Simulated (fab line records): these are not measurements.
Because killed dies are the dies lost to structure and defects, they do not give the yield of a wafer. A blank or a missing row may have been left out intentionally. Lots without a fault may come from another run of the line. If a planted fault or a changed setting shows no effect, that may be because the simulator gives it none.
fab line records || flow n5-finfet
record {"lots": 5, "wafers": 15, "last-day": 19}
route steps=1938 shown BEOL_M11@1561
lots that met no fault: taken from a fault-free run of the same line
start-h: the number of hours between the record's first day and the start of the first shown wafer of the lot || wait-h: hours since the lot's step before || " the same as in the row above || L1.1+2: several wafers, shown together as one row || - no value, or no start was given || * or withheld: withheld || < > ~ a bound
route shown NAME@n: NAME is a module with steps in the file, n the number in the route of the first one || usual: mean and standard deviation over wafers with no fault || same: alike in all rows || chamber/n: place in a boat || sites: each site's reading || _std_site: their standard deviation || _edge_site: the outer-site mean with the inner-site mean subtracted || radius-mm: for every site, how far away it sits from the centre of the wafer || mask NAME#n: copy n || behind: the most recent tool/chamber to have shaped the wafer || hold: reason for holding the lot/hours on hold/outcome of the hold || device: the transistor (n, p or np) that didn't switch || end of line: tests run on the same wafers once the route is complete || a step without rows: its recipe alone || killed: not the wafer's yield, but the dies lost to structure and defects at the first sort || map: per-die view of a wafer (x killed, . not killed, _ where there is no die)
set.NAME: the run value of the setting; set.NAME@STEP: its run value at that earlier step || model.NAME: the simulator's own value behind a step, which no gauge read
lots at some steps of the route; a table a step, a row a wafer
services: the hour from which a tool's chamber was out of use, counted from the record's first day as start-h (under 0 if before that day), plus the number of hours and why
## steps
# step N5_BEOL_M11_COAT_64
# recipe {"resist": "SiARC", "temp-c": 220, "time-s": 60, "spin-rpm": 1500, "resist-thk-nm": 30}
# step N5_BEOL_M11_COAT_22
# recipe {"resist": "CAR-ArF", "spin-rpm": 1500, "resist-thk-nm": 90}
# step N5_BEOL_M11_EBR_24
# recipe {"solvent": "PGMEA", "ebr-width-mm": 1.5}
# step N5_BEOL_M11_SOFTBAKE_23
# recipe {"temp-c": 110, "time-s": 60, "resist": "CAR-ArF"}
# step N5_BEOL_M11_EXPOSE_25
# recipe {"mask-id": "V10", "na": 1.35, "source-shape": "annular", "sigma-inner": 0.5, "sigma-outer": 0.8, "polarization": "unpolarized", "dose-mj": 85.5}
# step N5_BEOL_M11_PEB_26
# recipe {"peb-temp-c": "withheld", "peb-time-s": 60, "resist": "CAR-ArF"}
# step N5_BEOL_M11_DEVELOP_27
# recipe {"develop-time-s": 30, "developer": "TMAH", "resist": "CAR-ArF", "rinse-liquid": "diw", "dry": "air-spin", "dev-temp-c": 23}
# step N5_BEOL_M11_CD_MEAS_28
# recipe {"target-cd-nm": 70, "landing-energy-ev": 500, "detector": "se-inlens", "polarity": "opening"}
# usual {"cd-nm": "70.2/0.95"}
{"lot.wafer": "L970.1", "tool": "cd-sem-02", "chamber": 0, "start-h": 301.33, "wait-h": "-", "cd-nm": 71.2}
{"lot.wafer": "L970.4", "tool": "cd-sem-02", "chamber": 0, "start-h": 301.33, "wait-h": "-", "cd-nm": 69.3}
{"lot.wafer": "L970.5", "tool": "cd-sem-02", "chamber": 0, "start-h": 301.33, "wait-h": "-", "cd-nm": 68.8}
{"lot.wafer": "L971.2", "tool": "cd-sem-01", "chamber": 0, "start-h": 325.21, "wait-h": "-", "cd-nm": 71.9}
{"lot.wafer": "L971.3", "tool": "cd-sem-01", "chamber": 0, "start-h": 325.21, "wait-h": "-", "cd-nm": 71.9}
{"lot.wafer": "L971.5", "tool": "cd-sem-01", "chamber": 0, "start-h": 325.21, "wait-h": "-", "cd-nm": 70.8}
{"lot.wafer": "L976.2", "tool": "cd-sem-03", "chamber": 0, "start-h": 364.42, "wait-h": "-", "cd-nm": 70.1}
{"lot.wafer": "L976.5", "tool": "cd-sem-03", "chamber": 0, "start-h": 364.42, "wait-h": "-", "cd-nm": 69.4}
{"lot.wafer": "L976.6", "tool": "cd-sem-03", "chamber": 0, "start-h": 364.42, "wait-h": "-", "cd-nm": 70.0}
{"lot.wafer": "L982.1", "tool": "cd-sem-03", "chamber": 0, "start-h": 383.52, "wait-h": "-", "cd-nm": 70.9}
{"lot.wafer": "L982.3", "tool": "cd-sem-03", "chamber": 0, "start-h": 383.52, "wait-h": "-", "cd-nm": 69.7}
{"lot.wafer": "L982.5", "tool": "cd-sem-03", "chamber": 0, "start-h": 383.52, "wait-h": "-", "cd-nm": 71.0}
{"lot.wafer": "L986.2", "tool": "cd-sem-02", "chamber": 0, "start-h": 410.49, "wait-h": "-", "cd-nm": 70.0}
{"lot.wafer": "L986.5", "tool": "cd-sem-02", "chamber": 0, "start-h": 410.49, "wait-h": "-", "cd-nm": 71.5}
{"lot.wafer": "L986.6", "tool": "cd-sem-02", "chamber": 0, "start-h": 410.49, "wait-h": "-", "cd-nm": 71.5}
# step N5_BEOL_M11_OVL_MEAS_29
# recipe {"points-per-wafer": 44}
# usual {"V10_OVL": "0.6/0.72"}
{"lot.wafer": "L970.1", "tool": "overlay-01", "chamber": 0, "start-h": 301.36, "wait-h": 0.0, "V10_OVL[nm]": -0.8}
{"lot.wafer": "L970.4", "tool": "overlay-01", "chamber": 0, "start-h": 301.36, "wait-h": 0.0, "V10_OVL[nm]": 0.3}
{"lot.wafer": "L970.5", "tool": "overlay-01", "chamber": 0, "start-h": 301.36, "wait-h": 0.0, "V10_OVL[nm]": -0.2}
{"lot.wafer": "L971.2", "tool": "overlay-02", "chamber": 0, "start-h": 325.24, "wait-h": 0.0, "V10_OVL[nm]": 0.7}
{"lot.wafer": "L971.3", "tool": "overlay-02", "chamber": 0, "start-h": 325.24, "wait-h": 0.0, "V10_OVL[nm]": 2.1}
{"lot.wafer": "L971.5", "tool": "overlay-02", "chamber": 0, "start-h": 325.24, "wait-h": 0.0, "V10_OVL[nm]": 1.3}
{"lot.wafer": "L976.2", "tool": "overlay-02", "chamber": 0, "start-h": 364.45, "wait-h": 0.0, "V10_OVL[nm]": 0.7}
{"lot.wafer": "L976.5", "tool": "overlay-02", "chamber": 0, "start-h": 364.45, "wait-h": 0.0, "V10_OVL[nm]": 0.5}
{"lot.wafer": "L976.6", "tool": "overlay-02", "chamber": 0, "start-h": 364.45, "wait-h": 0.0, "V10_OVL[nm]": 0.2}
{"lot.wafer": "L982.1", "tool": "overlay-01", "chamber": 0, "start-h": 383.55, "wait-h": 0.0, "V10_OVL[nm]": 0.9}
{"lot.wafer": "L982.3", "tool": "overlay-01", "chamber": 0, "start-h": 383.55, "wait-h": 0.0, "V10_OVL[nm]": 1.3}
{"lot.wafer": "L982.5", "tool": "overlay-01", "chamber": 0, "start-h": 383.55, "wait-h": 0.0, "V10_OVL[nm]": 1.6}
{"lot.wafer": "L986.2", "tool": "overlay-02", "chamber": 0, "start-h": 410.52, "wait-h": 0.0, "V10_OVL[nm]": 1.1}
{"lot.wafer": "L986.5", "tool": "overlay-02", "chamber": 0, "start-h": 410.52, "wait-h": 0.0, "V10_OVL[nm]": -0.1}
{"lot.wafer": "L986.6", "tool": "overlay-02", "chamber": 0, "start-h": 410.52, "wait-h": 0.0, "V10_OVL[nm]": 1.0}
# step N5_BEOL_M11_INSPECT_30
# recipe {"mode": "adi", "inspect-instrument": "brightfield"}
# usual {"raw-defect-count": "446/120"}
{"lot.wafer": "L970.1", "tool": "defect-inspect-01", "chamber": "-", "start-h": 301.38, "wait-h": 0.0, "raw-defect-count": 350}
{"lot.wafer": "L970.4", "tool": "defect-inspect-01", "chamber": "-", "start-h": 301.38, "wait-h": 0.0, "raw-defect-count": 326}
{"lot.wafer": "L970.5", "tool": "defect-inspect-01", "chamber": "-", "start-h": 301.38, "wait-h": 0.0, "raw-defect-count": 312}
{"lot.wafer": "L971.2", "tool": "defect-inspect-02", "chamber": "-", "start-h": 325.26, "wait-h": 0.0, "raw-defect-count": 355}
{"lot.wafer": "L971.3", "tool": "defect-inspect-02", "chamber": "-", "start-h": 325.26, "wait-h": 0.0, "raw-defect-count": 281}
{"lot.wafer": "L971.5", "tool": "defect-inspect-02", "chamber": "-", "start-h": 325.26, "wait-h": 0.0, "raw-defect-count": 367}
{"lot.wafer": "L976.2", "tool": "defect-inspect-02", "chamber": "-", "start-h": 364.48, "wait-h": 0.0, "raw-defect-count": 747}
{"lot.wafer": "L976.5", "tool": "defect-inspect-02", "chamber": "-", "start-h": 364.48, "wait-h": 0.0, "raw-defect-count": 542}
{"lot.wafer": "L976.6", "tool": "defect-inspect-02", "chamber": "-", "start-h": 364.48, "wait-h": 0.0, "raw-defect-count": 526}
{"lot.wafer": "L982.1", "tool": "defect-inspect-02", "chamber": "-", "start-h": 383.58, "wait-h": 0.0, "raw-defect-count": 483}
{"lot.wafer": "L982.3", "tool": "defect-inspect-02", "chamber": "-", "start-h": 383.58, "wait-h": 0.0, "raw-defect-count": 474}
{"lot.wafer": "L982.5", "tool": "defect-inspect-02", "chamber": "-", "start-h": 383.58, "wait-h": 0.0, "raw-defect-count": 435}
{"lot.wafer": "L986.2", "tool": "defect-inspect-02", "chamber": "-", "start-h": 410.54, "wait-h": 0.0, "raw-defect-count": 394}
{"lot.wafer": "L986.5", "tool": "defect-inspect-02", "chamber": "-", "start-h": 410.54, "wait-h": 0.0, "raw-defect-count": 276}
{"lot.wafer": "L986.6", "tool": "defect-inspect-02", "chamber": "-", "start-h": 410.54, "wait-h": 0.0, "raw-defect-count": 332}
# step N5_BEOL_M11_DESCUM_33
# recipe {"chemistry": "O2", "time-s": 7.9, "source-power-w": 50, "bias-power-w": 20, "pressure-mtorr": 20, "rf-frequency-hz": 2.712e+07, "temp-c": 40, "resist": "CAR-ArF", "o2-flow-sccm": 225}
# usual {"drypump-motor-current-A": "5.5/0.39", "o2-flow-sccm": "225.0/0.65", "oes-product-au": "0.83/0.11", "rf-vpp-V": "243.1/1.6", "showerhead-plenum-p-Torr": "2.10/0.086", "throttle-valve-pct": "20.38/0.28"}
{"lot.wafer": "L970.1", "tool": "rie-diel-06", "chamber": 3, "start-h": 301.55, "wait-h": 0.2, "drypump-motor-current-A": 5.4, "o2-flow-sccm": 224.9, "oes-product-au": 0.71, "rf-hours-counter-h": 203, "rf-vpp-V": 241.8, "showerhead-plenum-p-Torr": 2.01, "throttle-valve-pct": 20.96}
{"lot.wafer": "L970.4", "tool": "rie-diel-06", "chamber": 0, "start-h": 301.55, "wait-h": 0.2, "drypump-motor-current-A": 4.9, "o2-flow-sccm": 224.3, "oes-product-au": 0.83, "rf-hours-counter-h": 58, "rf-vpp-V": 241.6, "showerhead-plenum-p-Torr": 2.05, "throttle-valve-pct": 20.32}
{"lot.wafer": "L970.5", "tool": "rie-diel-06", "chamber": 0, "start-h": 301.55, "wait-h": 0.2, "drypump-motor-current-A": 4.9, "o2-flow-sccm": 224.7, "oes-product-au": 0.82, "rf-hours-counter-h": "-", "rf-vpp-V": 243.4, "showerhead-plenum-p-Torr": 2.05, "throttle-valve-pct": 20.32}
{"lot.wafer": "L971.2", "tool": "rie-diel-04", "chamber": 2, "start-h": 325.59, "wait-h": 0.3, "drypump-motor-current-A": 5.3, "o2-flow-sccm": 225.0, "oes-product-au": 0.69, "rf-hours-counter-h": 208, "rf-vpp-V": 245.6, "showerhead-plenum-p-Torr": 2.17, "throttle-valve-pct": 20.62}
{"lot.wafer": "L971.3", "tool": "rie-diel-04", "chamber": 0, "start-h": 325.59, "wait-h": 0.3, "drypump-motor-current-A": 5.8, "o2-flow-sccm": 226.2, "oes-product-au": 0.86, "rf-hours-counter-h": 61, "rf-vpp-V": 243.6, "showerhead-plenum-p-Torr": 2.06, "throttle-valve-pct": 20.34}
{"lot.wafer": "L971.5", "tool": "rie-diel-04", "chamber": 0, "start-h": 325.59, "wait-h": 0.3, "drypump-motor-current-A": 5.8, "o2-flow-sccm": 225.5, "oes-product-au": 0.86, "rf-hours-counter-h": "-", "rf-vpp-V": 242.4, "showerhead-plenum-p-Torr": 2.06, "throttle-valve-pct": 20.35}
{"lot.wafer": "L976.2", "tool": "rie-diel-02", "chamber": 0, "start-h": 364.69, "wait-h": 0.2, "drypump-motor-current-A": 5.4, "o2-flow-sccm": 227.0, "oes-product-au": 0.91, "rf-hours-counter-h": 29, "rf-vpp-V": 243.1, "showerhead-plenum-p-Torr": 2.12, "throttle-valve-pct": 20.25}
{"lot.wafer": "L976.5", "tool": "rie-diel-02", "chamber": 0, "start-h": 364.69, "wait-h": 0.2, "drypump-motor-current-A": 5.5, "o2-flow-sccm": 225.6, "oes-product-au": 0.91, "rf-hours-counter-h": "-", "rf-vpp-V": 243.5, "showerhead-plenum-p-Torr": 2.12, "throttle-valve-pct": 20.23}
{"lot.wafer": "L976.6", "tool": "rie-diel-02", "chamber": 2, "start-h": 364.69, "wait-h": 0.2, "drypump-motor-current-A": 5.5, "o2-flow-sccm": 225.4, "oes-product-au": 0.96, "rf-hours-counter-h": "-", "rf-vpp-V": 243.1, "showerhead-plenum-p-Torr": 2.05, "throttle-valve-pct": 20.03}
{"lot.wafer": "L982.1", "tool": "rie-diel-06", "chamber": 2, "start-h": 383.61, "wait-h": 0.0, "drypump-motor-current-A": 5.2, "o2-flow-sccm": 223.9, "oes-product-au": 0.95, "rf-hours-counter-h": 11, "rf-vpp-V": 244.7, "showerhead-plenum-p-Torr": 2.15, "throttle-valve-pct": 20.20}
{"lot.wafer": "L982.3", "tool": "rie-diel-06", "chamber": 0, "start-h": 383.61, "wait-h": 0.0, "drypump-motor-current-A": 4.9, "o2-flow-sccm": 225.7, "oes-product-au": 0.79, "rf-hours-counter-h": 86, "rf-vpp-V": 240.9, "showerhead-plenum-p-Torr": 2.04, "throttle-valve-pct": 20.35}
{"lot.wafer": "L982.5", "tool": "rie-diel-06", "chamber": 1, "start-h": 383.61, "wait-h": 0.0, "drypump-motor-current-A": 5.7, "o2-flow-sccm": 224.2, "oes-product-au": 0.96, "rf-hours-counter-h": "-", "rf-vpp-V": 244.0, "showerhead-plenum-p-Torr": 2.23, "throttle-valve-pct": 20.00}
{"lot.wafer": "L986.2", "tool": "rie-diel-04", "chamber": 3, "start-h": 411.26, "wait-h": 0.7, "drypump-motor-current-A": 5.7, "o2-flow-sccm": 224.9, "oes-product-au": 0.90, "rf-hours-counter-h": 28, "rf-vpp-V": 242.4, "showerhead-plenum-p-Torr": 2.04, "throttle-valve-pct": 20.22}
{"lot.wafer": "L986.5", "tool": "rie-diel-04", "chamber": 3, "start-h": 411.26, "wait-h": 0.7, "drypump-motor-current-A": 5.7, "o2-flow-sccm": 224.2, "oes-product-au": 0.89, "rf-hours-counter-h": "-", "rf-vpp-V": 241.8, "showerhead-plenum-p-Torr": 2.04, "throttle-valve-pct": 20.26}
{"lot.wafer": "L986.6", "tool": "rie-diel-04", "chamber": 0, "start-h": 411.26, "wait-h": 0.7, "drypump-motor-current-A": 5.7, "o2-flow-sccm": 224.5, "oes-product-au": 0.82, "rf-hours-counter-h": "-", "rf-vpp-V": 242.4, "showerhead-plenum-p-Torr": 2.05, "throttle-valve-pct": 20.37}
# step N5_BEOL_M11_ETCH_65
# recipe {"chemistry": "CF4", "target": "SiARC", "target-depth-a": 390, "mask-material": "CAR-ArF", "time-s": 65, "ion-energy-ev": 80, "pressure-mtorr": 40, "source-w": 545, "bias-w": 36, "Ar_flow_sccm": 100, "cf4-flow-sccm": 100, "ends": "cleared"}
# usual {"drypump-motor-current-A": "5.5/0.4", "etch-rf-on-time-s": "64.5/2.6", "oes-product-au": "0.71/0.099", "rf-vpp-V": "184.1/1.3", "showerhead-plenum-p-Torr": "2.14/0.089", "throttle-valve-pct": "15.49/0.26"}
{"lot.wafer": "L970.1", "tool": "rie-diel-06", "chamber": 3, "start-h": 301.58, "wait-h": 0.0, "drypump-motor-current-A": 5.3, "etch-rf-on-time-s": 65.4, "oes-product-au": 0.61, "rf-hours-counter-h": 203, "rf-vpp-V": 182.6, "showerhead-plenum-p-Torr": 2.04, "throttle-valve-pct": 15.96}
{"lot.wafer": "L970.4", "tool": "rie-diel-06", "chamber": 0, "start-h": 301.58, "wait-h": 0.0, "drypump-motor-current-A": 4.9, "etch-rf-on-time-s": 67.4, "oes-product-au": 0.69, "rf-hours-counter-h": 58, "rf-vpp-V": 183.4, "showerhead-plenum-p-Torr": 2.08, "throttle-valve-pct": 15.30}
{"lot.wafer": "L970.5", "tool": "rie-diel-06", "chamber": 0, "start-h": 301.58, "wait-h": 0.0, "drypump-motor-current-A": 4.9, "etch-rf-on-time-s": 67.2, "oes-product-au": 0.69, "rf-hours-counter-h": "-", "rf-vpp-V": 183.2, "showerhead-plenum-p-Torr": 2.08, "throttle-valve-pct": 15.32}
{"lot.wafer": "L971.2", "tool": "rie-diel-04", "chamber": 2, "start-h": 325.63, "wait-h": 0.0, "drypump-motor-current-A": 5.2, "etch-rf-on-time-s": 67.2, "oes-product-au": 0.60, "rf-hours-counter-h": 208, "rf-vpp-V": 184.8, "showerhead-plenum-p-Torr": 2.21, "throttle-valve-pct": 15.76}
{"lot.wafer": "L971.3", "tool": "rie-diel-04", "chamber": 0, "start-h": 325.63, "wait-h": 0.0, "drypump-motor-current-A": 5.8, "etch-rf-on-time-s": 64.4, "oes-product-au": 0.74, "rf-hours-counter-h": 61, "rf-vpp-V": 183.1, "showerhead-plenum-p-Torr": 2.09, "throttle-valve-pct": 15.36}
{"lot.wafer": "L971.5", "tool": "rie-diel-04", "chamber": 0, "start-h": 325.63, "wait-h": 0.0, "drypump-motor-current-A": 5.8, "etch-rf-on-time-s": 64.5, "oes-product-au": 0.73, "rf-hours-counter-h": "-", "rf-vpp-V": 182.6, "showerhead-plenum-p-Torr": 2.09, "throttle-valve-pct": 15.36}
{"lot.wafer": "L976.2", "tool": "rie-diel-02", "chamber": 0, "start-h": 364.72, "wait-h": 0.0, "drypump-motor-current-A": 5.5, "etch-rf-on-time-s": 65.3, "oes-product-au": 0.76, "rf-hours-counter-h": 29, "rf-vpp-V": 185.1, "showerhead-plenum-p-Torr": 2.18, "throttle-valve-pct": 15.43}
{"lot.wafer": "L976.5", "tool": "rie-diel-02", "chamber": 0, "start-h": 364.72, "wait-h": 0.0, "drypump-motor-current-A": 5.4, "etch-rf-on-time-s": 66.0, "oes-product-au": 0.77, "rf-hours-counter-h": "-", "rf-vpp-V": 185.0, "showerhead-plenum-p-Torr": 2.18, "throttle-valve-pct": 15.43}
{"lot.wafer": "L976.6", "tool": "rie-diel-02", "chamber": 2, "start-h": 364.72, "wait-h": 0.0, "drypump-motor-current-A": 5.5, "etch-rf-on-time-s": 65.7, "oes-product-au": 0.82, "rf-hours-counter-h": "-", "rf-vpp-V": 184.3, "showerhead-plenum-p-Torr": 2.10, "throttle-valve-pct": 15.14}
{"lot.wafer": "L982.1", "tool": "rie-diel-06", "chamber": 2, "start-h": 383.65, "wait-h": 0.0, "drypump-motor-current-A": 5.2, "etch-rf-on-time-s": 62.0, "oes-product-au": 0.82, "rf-hours-counter-h": 11, "rf-vpp-V": 184.7, "showerhead-plenum-p-Torr": 2.19, "throttle-valve-pct": 15.30}
{"lot.wafer": "L982.3", "tool": "rie-diel-06", "chamber": 0, "start-h": 383.65, "wait-h": 0.0, "drypump-motor-current-A": 4.9, "etch-rf-on-time-s": 67.8, "oes-product-au": 0.66, "rf-hours-counter-h": 86, "rf-vpp-V": 182.6, "showerhead-plenum-p-Torr": 2.07, "throttle-valve-pct": 15.37}
{"lot.wafer": "L982.5", "tool": "rie-diel-06", "chamber": 1, "start-h": 383.65, "wait-h": 0.0, "drypump-motor-current-A": 5.7, "etch-rf-on-time-s": 59.8, "oes-product-au": 0.85, "rf-hours-counter-h": "-", "rf-vpp-V": 185.7, "showerhead-plenum-p-Torr": 2.29, "throttle-valve-pct": 15.20}
{"lot.wafer": "L986.2", "tool": "rie-diel-04", "chamber": 3, "start-h": 411.29, "wait-h": 0.0, "drypump-motor-current-A": 5.6, "etch-rf-on-time-s": 62.0, "oes-product-au": 0.78, "rf-hours-counter-h": 28, "rf-vpp-V": 183.2, "showerhead-plenum-p-Torr": 2.08, "throttle-valve-pct": 15.34}
{"lot.wafer": "L986.5", "tool": "rie-diel-04", "chamber": 3, "start-h": 411.29, "wait-h": 0.0, "drypump-motor-current-A": 5.6, "etch-rf-on-time-s": 62.2, "oes-product-au": 0.79, "rf-hours-counter-h": "-", "rf-vpp-V": 182.6, "showerhead-plenum-p-Torr": 2.08, "throttle-valve-pct": 15.36}
{"lot.wafer": "L986.6", "tool": "rie-diel-04", "chamber": 0, "start-h": 411.29, "wait-h": 0.0, "drypump-motor-current-A": 5.8, "etch-rf-on-time-s": 64.1, "oes-product-au": 0.71, "rf-hours-counter-h": "-", "rf-vpp-V": 183.6, "showerhead-plenum-p-Torr": 2.08, "throttle-valve-pct": 15.41}
# step N5_BEOL_M11_ETCH_66
# recipe {"chemistry": "N2/H2", "target": "SOC", "target-depth-a": 1200, "overetch-a": 240, "mask-material": "SiARC", "temp-c": 40, "time-s": 180, "ion-energy-ev": 200, "pressure-mtorr": 30, "source-w": 840, "bias-w": 150, "n2-flow-sccm": 200, "h2-flow-sccm": 200}
# usual {"drypump-motor-current-A": "5.5/0.4", "oes-product-au": "0.67/0.081", "rf-vpp-V": "524/3.1", "showerhead-plenum-p-Torr": "2.55/0.11", "throttle-valve-pct": "17.75/0.28"}
{"lot.wafer": "L970.1", "tool": "rie-diel-06", "chamber": 3, "start-h": 301.63, "wait-h": 0.0, "drypump-motor-current-A": 5.3, "oes-product-au": 0.58, "rf-hours-counter-h": 203, "rf-vpp-V": 520, "showerhead-plenum-p-Torr": 2.42, "throttle-valve-pct": 18.15, "model.SiARC_of_BEOL_M11_COAT_64.thk-nm": 22.6}
{"lot.wafer": "L970.4", "tool": "rie-diel-06", "chamber": 0, "start-h": 301.63, "wait-h": 0.0, "drypump-motor-current-A": 4.9, "oes-product-au": 0.67, "rf-hours-counter-h": 58, "rf-vpp-V": 523, "showerhead-plenum-p-Torr": 2.48, "throttle-valve-pct": 17.60, "model.SiARC_of_BEOL_M11_COAT_64.thk-nm": 22.8}
{"lot.wafer": "L970.5", "tool": "rie-diel-06", "chamber": 0, "start-h": 301.63, "wait-h": 0.0, "drypump-motor-current-A": 4.9, "oes-product-au": 0.67, "rf-hours-counter-h": "-", "rf-vpp-V": 521, "showerhead-plenum-p-Torr": 2.48, "throttle-valve-pct": 17.59, "model.SiARC_of_BEOL_M11_COAT_64.thk-nm": 22.8}
{"lot.wafer": "L971.2", "tool": "rie-diel-04", "chamber": 2, "start-h": 325.68, "wait-h": 0.0, "drypump-motor-current-A": 5.3, "oes-product-au": 0.57, "rf-hours-counter-h": 208, "rf-vpp-V": 527, "showerhead-plenum-p-Torr": 2.64, "throttle-valve-pct": 18.15, "model.SiARC_of_BEOL_M11_COAT_64.thk-nm": 23}
{"lot.wafer": "L971.3", "tool": "rie-diel-04", "chamber": 0, "start-h": 325.68, "wait-h": 0.0, "drypump-motor-current-A": 5.8, "oes-product-au": 0.69, "rf-hours-counter-h": 61, "rf-vpp-V": 521, "showerhead-plenum-p-Torr": 2.49, "throttle-valve-pct": 17.63, "model.SiARC_of_BEOL_M11_COAT_64.thk-nm": 23}
{"lot.wafer": "L971.5", "tool": "rie-diel-04", "chamber": 0, "start-h": 325.68, "wait-h": 0.0, "drypump-motor-current-A": 5.8, "oes-product-au": 0.69, "rf-hours-counter-h": "-", "rf-vpp-V": 522, "showerhead-plenum-p-Torr": 2.49, "throttle-valve-pct": 17.62, "model.SiARC_of_BEOL_M11_COAT_64.thk-nm": 23}
{"lot.wafer": "L976.2", "tool": "rie-diel-02", "chamber": 0, "start-h": 364.77, "wait-h": 0.0, "drypump-motor-current-A": 5.4, "oes-product-au": 0.72, "rf-hours-counter-h": 29, "rf-vpp-V": 525, "showerhead-plenum-p-Torr": 2.58, "throttle-valve-pct": 17.64, "model.SiARC_of_BEOL_M11_COAT_64.thk-nm": 22.8}
{"lot.wafer": "L976.5", "tool": "rie-diel-02", "chamber": 0, "start-h": 364.77, "wait-h": 0.0, "drypump-motor-current-A": 5.4, "oes-product-au": 0.72, "rf-hours-counter-h": "-", "rf-vpp-V": 526, "showerhead-plenum-p-Torr": 2.58, "throttle-valve-pct": 17.64, "model.SiARC_of_BEOL_M11_COAT_64.thk-nm": 22.8}
{"lot.wafer": "L976.6", "tool": "rie-diel-02", "chamber": 2, "start-h": 364.77, "wait-h": 0.0, "drypump-motor-current-A": 5.5, "oes-product-au": 0.79, "rf-hours-counter-h": "-", "rf-vpp-V": 523, "showerhead-plenum-p-Torr": 2.50, "throttle-valve-pct": 17.41, "model.SiARC_of_BEOL_M11_COAT_64.thk-nm": 22.6}
{"lot.wafer": "L982.1", "tool": "rie-diel-06", "chamber": 2, "start-h": 383.70, "wait-h": 0.0, "drypump-motor-current-A": 5.2, "oes-product-au": 0.75, "rf-hours-counter-h": 11, "rf-vpp-V": 525, "showerhead-plenum-p-Torr": 2.61, "throttle-valve-pct": 17.63, "model.SiARC_of_BEOL_M11_COAT_64.thk-nm": 24.4}
{"lot.wafer": "L982.3", "tool": "rie-diel-06", "chamber": 0, "start-h": 383.70, "wait-h": 0.0, "drypump-motor-current-A": 4.9, "oes-product-au": 0.65, "rf-hours-counter-h": 86, "rf-vpp-V": 521, "showerhead-plenum-p-Torr": 2.47, "throttle-valve-pct": 17.65, "model.SiARC_of_BEOL_M11_COAT_64.thk-nm": 23}
{"lot.wafer": "L982.5", "tool": "rie-diel-06", "chamber": 1, "start-h": 383.70, "wait-h": 0.0, "drypump-motor-current-A": 5.7, "oes-product-au": 0.75, "rf-hours-counter-h": "-", "rf-vpp-V": 529, "showerhead-plenum-p-Torr": 2.70, "throttle-valve-pct": 17.25, "model.SiARC_of_BEOL_M11_COAT_64.thk-nm": 22}
{"lot.wafer": "L986.2", "tool": "rie-diel-04", "chamber": 3, "start-h": 411.34, "wait-h": 0.0, "drypump-motor-current-A": 5.6, "oes-product-au": 0.72, "rf-hours-counter-h": 28, "rf-vpp-V": 522, "showerhead-plenum-p-Torr": 2.49, "throttle-valve-pct": 17.68, "model.SiARC_of_BEOL_M11_COAT_64.thk-nm": 22.6}
{"lot.wafer": "L986.5", "tool": "rie-diel-04", "chamber": 3, "start-h": 411.34, "wait-h": 0.0, "drypump-motor-current-A": 5.7, "oes-product-au": 0.72, "rf-hours-counter-h": "-", "rf-vpp-V": 522, "showerhead-plenum-p-Torr": 2.49, "throttle-valve-pct": 17.67, "model.SiARC_of_BEOL_M11_COAT_64.thk-nm": 22.6}
{"lot.wafer": "L986.6", "tool": "rie-diel-04", "chamber": 0, "start-h": 411.34, "wait-h": 0.0, "drypump-motor-current-A": 5.8, "oes-product-au": 0.66, "rf-hours-counter-h": "-", "rf-vpp-V": 521, "showerhead-plenum-p-Torr": 2.47, "throttle-valve-pct": 17.67, "model.SiARC_of_BEOL_M11_COAT_64.thk-nm": 22.8}
# step N5_BEOL_M11_STRIP_69
# recipe {"chemistry": "N2/H2", "temp-c": 40, "n2-flow-sccm": 200, "h2-flow-sccm": 200, "rf-frequency-hz": 6e+07}
## services
{"tool": "rie-diel-04", "chamber": 3, "start-h": 294.15, "hours": 6.5, "kind": "repair"}
{"tool": "rie-diel-04", "chamber": 3, "start-h": 300.66, "hours": "-", "kind": "clean"}
{"tool": "rie-diel-04", "chamber": 3, "start-h": 300.66, "hours": "-", "kind": "consumable-replace:focus-ring"}
{"tool": "rie-diel-04", "chamber": 3, "start-h": 300.66, "hours": 27.3, "kind": "scheduled-down"}
{"tool": "rie-diel-04", "chamber": 3, "start-h": 300.66, "hours": 27.3, "kind": "vent-cycle"}
{"tool": "rie-diel-02", "chamber": 1, "start-h": 309.20, "hours": 6.3, "kind": "repair"}
{"tool": "rie-diel-02", "chamber": 3, "start-h": 309.72, "hours": 16.3, "kind": "repair"}
{"tool": "rie-diel-06", "chamber": 2, "start-h": 324.33, "hours": "-", "kind": "clean"}
{"tool": "rie-diel-06", "chamber": 2, "start-h": 324.33, "hours": "-", "kind": "consumable-replace:focus-ring"}
{"tool": "rie-diel-02", "chamber": "-", "start-h": 329.20, "hours": 14.6, "kind": "pm"}
{"tool": "rie-diel-06", "chamber": 3, "start-h": 331.95, "hours": 2.6, "kind": "repair"}
{"tool": "rie-diel-04", "chamber": "-", "start-h": 336.59, "hours": 4.8, "kind": "repair"}
{"tool": "rie-diel-06", "chamber": "-", "start-h": 338.02, "hours": 0.6, "kind": "repair"}
{"tool": "rie-diel-06", "chamber": 1, "start-h": 345.30, "hours": "-", "kind": "clean"}
{"tool": "rie-diel-06", "chamber": 1, "start-h": 345.30, "hours": "-", "kind": "consumable-replace:focus-ring"}
{"tool": "rie-diel-06", "chamber": 1, "start-h": 345.30, "hours": "-", "kind": "consumable-replace:showerhead"}
{"tool": "rie-diel-06", "chamber": 1, "start-h": 345.30, "hours": 15.0, "kind": "scheduled-down"}
{"tool": "rie-diel-06", "chamber": 1, "start-h": 345.30, "hours": 15.0, "kind": "vent-cycle"}
{"tool": "rie-diel-06", "chamber": 0, "start-h": 347.58, "hours": 3.7, "kind": "repair"}
{"tool": "rie-diel-06", "chamber": "-", "start-h": 354.64, "hours": 4.3, "kind": "pm"}
{"tool": "rie-diel-02", "chamber": 3, "start-h": 364.07, "hours": "-", "kind": "clean"}
{"tool": "rie-diel-02", "chamber": 3, "start-h": 364.07, "hours": "-", "kind": "consumable-replace:focus-ring"}
{"tool": "rie-diel-02", "chamber": 3, "start-h": 364.07, "hours": 19.6, "kind": "scheduled-down"}
{"tool": "rie-diel-02", "chamber": 3, "start-h": 364.07, "hours": 19.6, "kind": "vent-cycle"}
## key
first-sign none at tools or gauges
model-effect {"step": "N5_BEOL_M11_ETCH_66", "value": "SiARC_of_BEOL_M11_COAT_64.thk-nm", "without": 22.4, "struck": 24.4}
met-at N5_BEOL_M11_ETCH_66
struck-wafers L982.1
sort-left-out L982.1
fault {"kind": "process-parameter-drift", "tool": "rie-diel-06", "chamber": 2, "onset-h": 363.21, "steps": "N5_BEOL_M11_ETCH_66", "channel": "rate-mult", "offset": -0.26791, "shape": "step", "end-h": 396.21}
# sort-left-out: the simulated sort isn't trusted on such a fault, so these wafers' sort isn't shown, and their yield isn't known
